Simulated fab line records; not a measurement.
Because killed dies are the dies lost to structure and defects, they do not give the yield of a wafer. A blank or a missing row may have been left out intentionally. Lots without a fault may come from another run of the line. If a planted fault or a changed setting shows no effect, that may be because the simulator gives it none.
fab line records -- flow nandHarc
record: lots: 14, wafers: 42, lastDay: 32
route steps=1302 shown A_WL_FILL@959
lots untouched by any fault: they come from a run of this same line in which no faults occurred
startH: hours from the record's first day to the start of the lot's first wafer shown -- waitH: hours since the lot's step before -- " as in the row above -- L1.1+2: a single row standing in for several wafers -- - either no value or no given start -- * or withheld: withheld -- < > ~ a bound
route shown NAME@n: names a module that has steps shown in the file, with the first one's number in the route -- usual: average and standard deviation across the fault-free wafers -- same: alike in all rows -- chamber/n: place in a boat -- sites: readings site by site -- _std_site: the standard deviation of these -- _edge_site: outer sites' mean less inner sites' -- radiusMm: how far each site lies from the wafer's centre -- mask NAME#n: copy n -- behind: the most recent tool/chamber to have shaped the wafer -- hold: cause of the lot's hold/its duration in hours/its outcome -- device: the transistor (n, p or np) that didn't switch -- end of line: the tests these same wafers got at the end of their route -- step lacking rows: just its recipe -- killed: the dies lost at the first sort to structure and to defects; this is not the yield of the wafer -- map: a wafer's dies, x killed, . not, _ none there
set.NAME: the setting the step ran with; set.NAME@STEP: the setting that earlier step ran with -- model.NAME: the simulator's own value behind a step, which no gauge read
a sample of lots followed through the steps of the route, with each step as a table and each wafer as a row
services: from which hour (startH, from the record's first day; less than 0 if before it) a tool's chamber was out of use, for how many hours, and why
== steps ==
step: NHARC_A_WL_FILL_STRIP_27
recipe: powerW: 1500, tempC: 250, timeS: 20, chemistry: N2/H2
usual: drypumpMotorCurrentA: 5.9/0.33, heaterPowerW: 340/20
same: timeS: 20
lot.wafer,tool,chamber,startH,waitH,drypumpMotorCurrentA,heaterPowerW,rfHoursCounterH
L883.1,plasmaAsher-01,1,448.13,0.4,6.4,345,22
L883.2,plasmaAsher-01,0,448.13,0.4,5.7,364,22
L883.6,plasmaAsher-01,0,448.13,0.4,5.7,360,-
L884.3,plasmaAsher-02,1,478.30,0.1,5.5,367,-
L884.4,plasmaAsher-02,0,478.30,0.1,5.8,308,-
L884.6,plasmaAsher-02,1,478.30,0.1,5.5,361,-
L885.2,plasmaAsher-01,1,482.04,0.1,6.4,341,31
L885.1,plasmaAsher-01,0,482.04,0.1,5.7,364,31
L885.6,plasmaAsher-01,0,482.04,0.1,5.7,355,-
L887.1,plasmaAsher-02,0,491.30,0.1,5.8,312,10
L887.3,plasmaAsher-02,1,491.30,0.1,5.5,349,-
L887.6,plasmaAsher-02,0,491.30,0.1,5.8,306,-
L886.2,plasmaAsher-01,1,491.32,0.1,6.4,342,33
L886.4,plasmaAsher-01,1,491.32,0.1,6.4,362,-
L886.3,plasmaAsher-01,0,491.32,0.1,5.7,361,-
L888.4,plasmaAsher-01,0,513.58,0.2,5.7,362,-
L888.5,plasmaAsher-01,1,513.58,0.2,6.4,349,-
L888.6,plasmaAsher-01,0,513.58,0.2,5.7,353,-
L899.2,plasmaAsher-02,1,604.71,0.1,5.5,373,33
L899.3,plasmaAsher-02,0,604.71,0.1,5.8,313,-
L899.5,plasmaAsher-02,0,604.71,0.1,5.8,314,-
L898.3,plasmaAsher-01,0,608.40,0.1,5.7,331,-
L898.4,plasmaAsher-01,1,608.40,0.1,6.4,346,-
L898.5,plasmaAsher-01,1,608.40,0.1,6.4,350,-
L900.1,plasmaAsher-02,0,638.81,0.1,5.8,317,2
L900.4,plasmaAsher-02,0,638.81,0.1,5.8,318,-
L900.6,plasmaAsher-02,0,638.81,0.1,5.8,314,-
L901.1,plasmaAsher-02,1,650.80,0.1,5.5,375,5
L901.4,plasmaAsher-02,1,650.80,0.1,5.5,354,-
L901.3,plasmaAsher-02,0,650.80,0.1,5.8,315,-
L902.1,plasmaAsher-02,1,662.13,0.1,5.5,370,7
L902.3,plasmaAsher-02,1,662.13,0.1,5.5,370,-
L902.4,plasmaAsher-02,0,662.13,0.1,5.8,318,-
L903.2,plasmaAsher-01,0,662.34,0.1,5.7,334,29
L903.5,plasmaAsher-01,1,662.34,0.1,6.4,354,-
L903.6,plasmaAsher-01,0,662.34,0.1,5.7,322,-
L904.2,plasmaAsher-02,0,673.74,0.1,5.8,321,10
L904.1,plasmaAsher-02,1,673.74,0.1,5.5,362,10
L904.3,plasmaAsher-02,0,673.74,0.1,5.8,315,-
L905.4,plasmaAsher-01,1,673.95,0.1,6.4,356,-
L905.3,plasmaAsher-01,0,673.95,0.1,5.7,331,-
L905.6,plasmaAsher-01,1,673.95,0.1,6.4,352,-
step: NHARC_A_WL_FILL_CVD_23
recipe: targetThkA: 400, tempC: 620, pressureMtorr: 200, timeS: 800, material: poly-Si
usual: spikeTcLowerC: 620.3/1.2
same: timeS: 800
lot.wafer,tool,chamber,startH,waitH,spikeTcLowerC
L883.1,lpcvdPoly-02,0,465.46,2.5,619.4
L883.2,lpcvdPoly-02,0,465.46,2.5,619.8
L883.6,lpcvdPoly-02,0,465.46,2.5,620.1
L885.1,lpcvdPoly-03,0,497.78,2.3,622.3
L885.2,lpcvdPoly-03,0,497.78,2.3,622.1
L885.6,lpcvdPoly-03,0,497.78,2.3,622.5
L884.3,lpcvdPoly-02,0,501.19,2.7,619.3
L884.4,lpcvdPoly-02,0,501.19,2.7,619.3
L884.6,lpcvdPoly-02,0,501.19,2.7,618.4
L888.4,lpcvdPoly-02,0,532.01,2.4,620.5
L888.5,lpcvdPoly-02,0,532.01,2.4,620.5
L888.6,lpcvdPoly-02,0,532.01,2.4,619.3
L886.2,lpcvdPoly-02,0,539.88,32.4,620.8
L886.3,lpcvdPoly-02,0,539.88,32.4,618.8
L886.4,lpcvdPoly-02,0,539.88,32.4,618.7
L887.1,lpcvdPoly-03,0,542.93,32.3,623.0
L887.3,lpcvdPoly-03,0,542.93,32.3,620.4
L887.6,lpcvdPoly-03,0,542.93,32.3,620.0
L899.2,lpcvdPoly-03,0,617.54,2.7,621.7
L899.3,lpcvdPoly-03,0,617.54,2.7,622.7
L899.5,lpcvdPoly-03,0,617.54,2.7,621.7
L898.3,lpcvdPoly-02,0,620.78,2.4,620.7
L898.4,lpcvdPoly-02,0,620.78,2.4,620.7
L898.5,lpcvdPoly-02,0,620.78,2.4,619.6
L900.1,lpcvdPoly-02,0,651.68,2.5,620.4
L900.4,lpcvdPoly-02,0,651.68,2.5,619.9
L900.6,lpcvdPoly-02,0,651.68,2.5,621.4
L901.1,lpcvdPoly-04,0,663.55,2.4,622.7
L901.3,lpcvdPoly-04,0,663.55,2.4,619.0
L901.4,lpcvdPoly-04,0,663.55,2.4,618.9
L902.1,lpcvdPoly-04,0,676.98,2.4,621.3
L902.3,lpcvdPoly-04,0,676.98,2.4,620.3
L902.4,lpcvdPoly-04,0,676.98,2.4,619.0
L903.2,lpcvdPoly-04,0,676.98,2.4,621.0
L903.5,lpcvdPoly-04,0,676.98,2.4,621.0
L903.6,lpcvdPoly-04,0,676.98,2.4,622.6
L904.1,lpcvdPoly-03,0,688.02,2.2,621.1
L904.2,lpcvdPoly-03,0,688.02,2.2,621.5
L904.3,lpcvdPoly-03,0,688.02,2.2,620.3
L905.3,lpcvdPoly-03,0,688.02,2.3,622.7
L905.4,lpcvdPoly-03,0,688.02,2.3,621.6
L905.6,lpcvdPoly-03,0,688.02,2.3,621.1
step: NHARC_A_WL_FILL_ALD_19
recipe: targetThkA: 20, pulseTimeS: 3, aldCycles: 100, tempC: 450, material: TiN
usual: heaterPowerW: 1088/130, precursorPulseHeightRel: 1.001/0.019
lot.wafer,tool,chamber,startH,waitH,heaterPowerW,precursorPulseHeightRel
L883.1,aldMetal-03,0,468.34,0.1,1019,0.984
L883.2,aldMetal-03,1,468.34,0.1,856,1.001
L883.6,aldMetal-03,2,468.34,0.1,1057,0.966
L885.1,aldMetal-02,0,500.58,0.1,956,1.009
L885.2,aldMetal-02,3,500.58,0.1,1136,0.990
L885.6,aldMetal-02,1,500.58,0.1,1227,1.002
L884.3,aldMetal-01,0,504.06,0.1,1129,1.010
L884.4,aldMetal-01,1,504.06,0.1,1213,1.008
L884.6,aldMetal-01,1,504.06,0.1,1208,0.989
L888.6,aldMetal-02,3,534.94,0.2,1179,1.032
L888.4,aldMetal-02,0,534.94,0.2,958,0.982
L888.5,aldMetal-02,2,534.94,0.2,1128,0.998
L886.4,aldMetal-01,0,542.74,0.1,1116,1.019
L886.3,aldMetal-01,1,542.74,0.1,1199,1.004
L886.2,aldMetal-01,2,542.74,0.1,1174,0.969
L887.1,aldMetal-03,2,545.77,0.1,1062,0.979
L887.3,aldMetal-03,3,545.77,0.1,927,1.022
L887.6,aldMetal-03,2,545.77,0.1,1020,1.012
L899.3,aldMetal-01,2,620.38,0.1,1253,0.960
L899.2,aldMetal-01,3,620.38,0.1,1231,1.015
L899.5,aldMetal-01,2,620.38,0.1,1250,1.031
L898.4,aldMetal-03,1,623.62,0.1,864,0.971
L898.3,aldMetal-03,2,623.62,0.1,1073,1.001
L898.5,aldMetal-03,2,623.62,0.1,1027,1.008
L900.4,aldMetal-03,3,654.56,0.1,960,1.008
L900.1,aldMetal-03,0,654.56,0.1,1012,0.980
L900.6,aldMetal-03,2,654.56,0.1,1080,1.031
L901.4,aldMetal-03,0,666.44,0.1,1012,1.040
L901.1,aldMetal-03,2,666.44,0.1,1092,1.015
L901.3,aldMetal-03,3,666.44,0.1,985,0.962
L902.1,aldMetal-01,2,679.84,0.1,1248,0.979
L902.4,aldMetal-01,3,679.84,0.1,1215,1.016
L902.3,aldMetal-01,0,679.84,0.1,1140,1.012
L903.2,aldMetal-02,3,679.86,0.1,1165,1.003
L903.6,aldMetal-02,1,679.86,0.1,1210,1.010
L903.5,aldMetal-02,2,679.86,0.1,1168,0.995
L905.4,aldMetal-01,1,690.85,0.1,1277,0.994
L905.3,aldMetal-01,3,690.85,0.1,1240,1.006
L905.6,aldMetal-01,2,690.85,0.1,1272,1.011
L904.3,aldMetal-02,0,690.87,0.1,998,1.013
L904.2,aldMetal-02,1,690.87,0.1,1226,0.998
L904.1,aldMetal-02,2,690.87,0.1,1146,1.000
step: NHARC_A_WL_FILL_INSPECT_15
usual: rawDefectCount: 456/120
lot.wafer,tool,chamber,startH,waitH,rawDefectCount
L883.1,defectInspect-01,-,469.14,0.0,269
L883.2,defectInspect-01,-,469.14,0.0,419
L883.6,defectInspect-01,-,469.14,0.0,370
L885.1,defectInspect-01,-,501.46,0.0,593
L885.2,defectInspect-01,-,501.46,0.0,433
L885.6,defectInspect-01,-,501.46,0.0,626
L884.3,defectInspect-02,-,504.92,0.0,580
L884.4,defectInspect-02,-,504.92,0.0,402
L884.6,defectInspect-02,-,504.92,0.0,430
L888.4,defectInspect-01,-,535.75,0.0,317
L888.5,defectInspect-01,-,535.75,0.0,448
L888.6,defectInspect-01,-,535.75,0.0,280
L886.2,defectInspect-02,-,543.60,0.0,364
L886.3,defectInspect-02,-,543.60,0.0,244
L886.4,defectInspect-02,-,543.60,0.0,435
L887.1,defectInspect-02,-,546.65,0.0,353
L887.3,defectInspect-02,-,546.65,0.0,389
L887.6,defectInspect-02,-,546.65,0.0,416
L899.2,defectInspect-02,-,621.20,0.0,478
L899.3,defectInspect-02,-,621.20,0.0,688
L899.5,defectInspect-02,-,621.20,0.0,524
L898.3,defectInspect-02,-,624.47,0.0,388
L898.4,defectInspect-02,-,624.47,0.0,399
L898.5,defectInspect-02,-,624.47,0.0,381
L900.1,defectInspect-01,-,655.38,0.0,297
L900.4,defectInspect-01,-,655.38,0.0,313
L900.6,defectInspect-01,-,655.38,0.0,347
L901.1,defectInspect-02,-,667.31,0.0,431
L901.3,defectInspect-02,-,667.31,0.0,465
L901.4,defectInspect-02,-,667.31,0.0,630
L902.1,defectInspect-02,-,680.66,0.0,353
L902.3,defectInspect-02,-,680.66,0.0,436
L902.4,defectInspect-02,-,680.66,0.0,326
L903.2,defectInspect-01,-,680.66,0.0,568
L903.5,defectInspect-01,-,680.66,0.0,438
L903.6,defectInspect-01,-,680.66,0.0,493
L905.3,defectInspect-02,-,691.69,0.0,790
L905.4,defectInspect-02,-,691.69,0.0,560
L905.6,defectInspect-02,-,691.69,0.0,471
L904.1,defectInspect-01,-,691.74,0.0,540
L904.2,defectInspect-01,-,691.74,0.0,375
L904.3,defectInspect-01,-,691.74,0.0,429
== services ==
tool,chamber,startH,hours,kind
aldMetal-02,-,432.00,10.0,pm
aldMetal-03,-,439.73,1.4,repair
plasmaAsher-02,-,444.22,9.0,pm
aldMetal-02,0,454.69,26.6,repair
aldMetal-01,-,454.88,0.4,repair
aldMetal-01,-,462.33,0.8,repair
plasmaAsher-01,-,465.39,4.0,repair
aldMetal-03,2,489.70,4.5,repair
aldMetal-03,1,491.69,3.4,repair
aldMetal-03,0,512.08,8.6,repair
plasmaAsher-01,-,519.25,9.0,pm
aldMetal-01,-,526.00,10.0,pm
aldMetal-02,-,526.67,0.8,repair
plasmaAsher-02,-,527.39,2.7,repair
aldMetal-02,1,533.09,1.8,repair
aldMetal-02,-,536.37,0.7,repair
plasmaAsher-02,-,575.22,0.5,repair
aldMetal-02,-,575.68,1.0,repair
aldMetal-03,-,577.71,4.3,repair
aldMetal-02,1,581.98,6.4,repair
plasmaAsher-01,-,585.62,1.5,repair
aldMetal-01,2,609.22,7.4,repair
plasmaAsher-02,-,614.51,3.7,repair
plasmaAsher-02,-,621.29,9.0,pm
== key ==
firstSign: step: NHARC_A_WL_FILL_CVD_23, reading: waitH, direction: changed
effect none on later readings
metAt NHARC_A_WL_FILL_CVD_23
struckLots L886,L887
struckWafers L886.2,L886.3,L886.4,L887.1,L887.3,L887.6
rowsEnd L886.3,L887.1,L887.3,L887.6
sortLeftOut L886.2,L886.4
testerLeftOut L886
notActingAt NHARC_A_WL_FILL_STRIP_27,NHARC_A_WL_FILL_ALD_19,NHARC_A_WL_FILL_INSPECT_15
fault: kind: queueTimeViolation, tool: lpcvdPoly-02,lpcvdPoly-03,lpcvdPoly-04, chamber: 0, onsetH: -, steps: NHARC_A_WL_FILL_CVD_23, delayHr: 30, scope: struckLotsOnly
testerLeftOut: of these lots the tester's yield and bins aren't shown, on N5 and GAA mostly nor the transistor test; their killed dies are dies lost to structure and defects alone, not to doping, threshold or leakage, so they don't give the yield
sortLeftOut: the simulated sort isn't trusted on such a fault, so these wafers' sort isn't shown, and their yield isn't known
rowsEnd: these wafers met a further fault down the route, and their rows from its step on are left out
